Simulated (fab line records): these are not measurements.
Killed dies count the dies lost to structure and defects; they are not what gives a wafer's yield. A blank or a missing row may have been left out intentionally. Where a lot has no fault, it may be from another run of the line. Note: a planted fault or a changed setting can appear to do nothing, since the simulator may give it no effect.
Split-lot trial -- flow n5 finfet -- on a route of 1938 steps: 7 lots, 21 wafers read

## THE SPLIT ITSELF
At N5_SD_EPI_P_EPI_21 (deposits SiGe:B, time 355 s), the setting temp c was moved away from the recipe's 550 C on 7 of the 21 wafers read, by -0.7% to +0.6%. The other wafers ran this setting at the recipe's value.

## FROM THE SPLIT TO THE READING: what the file shows between them, 5 steps
- N5_SD_EPI_P_EPI_MEAS_23
- N5_SD_EPI_P_HM_STRIP_48: strips SiNx in H3PO4, material SiNx, target depth 3 nm
- N5_SD_EPI_P_SRD_49: time 30 s
- N5_SD_ACTIVATION_RTA_00: time 0 s
- N5_SD_ACTIVATION_LSA_01: time 0.0008 s

## THE READING
RS_SD_P (ohm/sq), read at N5_SD_ACTIVATION_RS_MEAS_03 with a four-point probe. Fault-free wafers of this fab line usually give 56.0 ohm/sq, standard deviation 0.9 ohm/sq.

wafer,"tool, chamber at the split","temp c as run, C",against the recipe,"RS_SD_P, ohm/sq",against lot-mates on the recipe
L075.2,"epi rpcvd-02, 0",548.9,-0.2%,57.4,+1.4
L075.4,"epi rpcvd-02, 0",550,recipe,56.3,-
L075.5,"epi rpcvd-02, 0",550,recipe,55.6,-
L081.4,"epi rpcvd-02, 0",550,recipe,58.2,-
L081.5,"epi rpcvd-02, 0",548.9,-0.2%,59.2,+1.2
L081.6,"epi rpcvd-02, 0",550,recipe,57.7,-
L082.2,"epi rpcvd-01, 0",550,recipe,56.0,-
L082.3,"epi rpcvd-01, 0",550,recipe,54.8,-
L082.6,"epi rpcvd-01, 0",553.3,+0.6%,51.0,-4.4
L085.1,"epi rpcvd-04, 0",547.3,-0.5%,58.6,+3.4
L085.2,"epi rpcvd-04, 0",547.3,-0.5%,57.8,+2.6
L085.5,"epi rpcvd-04, 0",550,recipe,55.2,-
L088.2,"epi rpcvd-02, 0",550,recipe,57.0,-
L088.5,"epi rpcvd-02, 0",550,recipe,57.4,-
L088.6,"epi rpcvd-02, 0",549,-0.2%,57.2,+0.0
L093.2,"epi rpcvd-04, 0",550,recipe,55.4,-
L093.4,"epi rpcvd-04, 0",550,recipe,55.4,-
L093.6,"epi rpcvd-04, 0",550,recipe,55.3,-
L095.1,"epi rpcvd-04, 0",546.1,-0.7%,62.0,+5.5
L095.3,"epi rpcvd-04, 0",550,recipe,56.7,-
L095.4,"epi rpcvd-04, 0",550,recipe,56.4,-

THE FIT
A straight line over all 21 wafers: RS_SD_P changes by -7.09 ohm/sq for each +1% of temp c; r = -0.86; the points scatter about the line by 1.1 ohm/sq.
The same after taking each lot's own level away (the mean of its wafers on the recipe; 21 wafers): -6.96 ohm/sq for each +1%; r = -0.97; scatter 0.44 ohm/sq.
That fit puts the effect of the largest move of temp c on the reading at 4.9 ohm/sq.
The lots' own levels span 55.20 to 57.95 ohm/sq, that is 3.1 times the standard deviation above.
The two slopes agree, so the slope changes little with the lot-to-lot level.
Check: +4.52 ohm/sq against its lot-mates is what the line predicts for one of the wafers moved furthest among these (-0.7%) when that wafer is left out of the fit. It came out at +5.45 ohm/sq against them.

## THE OTHER SPLITS THESE WAFERS WENT THROUGH
Other splits were also applied to these wafers ahead of the reading. Each is held against what the fit with the lots' levels taken away leaves over:
other split on the same wafers,wafers away from the commonest value,r with RS_SD_P (lot level and that fit taken away)
N5_WELL_APT_COAT_02 spin rpm,9,-0.24
N5_WELL_APT_PEB_06 peb temp c,4,+0.63
N5_WELL_APT_COAT_19 spin rpm,8,+0.06
N5_WELL_APT_DEVELOP_24 develop time s,3,-0.31
N5_FIN_SAQP_HM_DEP_72 time s,6,-0.19
N5_FIN_SAQP_EXPOSE_13 dose mj,7,+0.01
N5_DUMMY_GATE_ETCH_32 time s,8,-0.33
N5_DUMMY_GATE_ETCH_42 bias w,9,+0.05
N5_SD_EPI_P_ETCH_16 target depth a,6,+0.22

## THE WHOLE CHAIN: every reading that the file lists as answering this split, in the file's order
step,what it does,reading,change (the file's fit),r (the file's)
N5_SD_EPI_P_EPI_21,"deposits SiGe:B, time 355 s","SiGe-B_of_SD_EPI_P_EPI_21.thk nm (the simulator's own value, which no gauge read)",+7.22 nm for each +1% of the setting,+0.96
N5_SD_EPI_P_EPI_MEAS_23,,thk nm,withheld for each +1% of the setting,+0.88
N5_SD_ACTIVATION_RS_MEAS_03,measures by four-point-probe,RS_SD_P,-7.05 for each +1% of the setting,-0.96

## FILE'S OWN FIT
RS_SD_P changes by -7.05 ohm/sq for each +1% of temp c, r = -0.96.
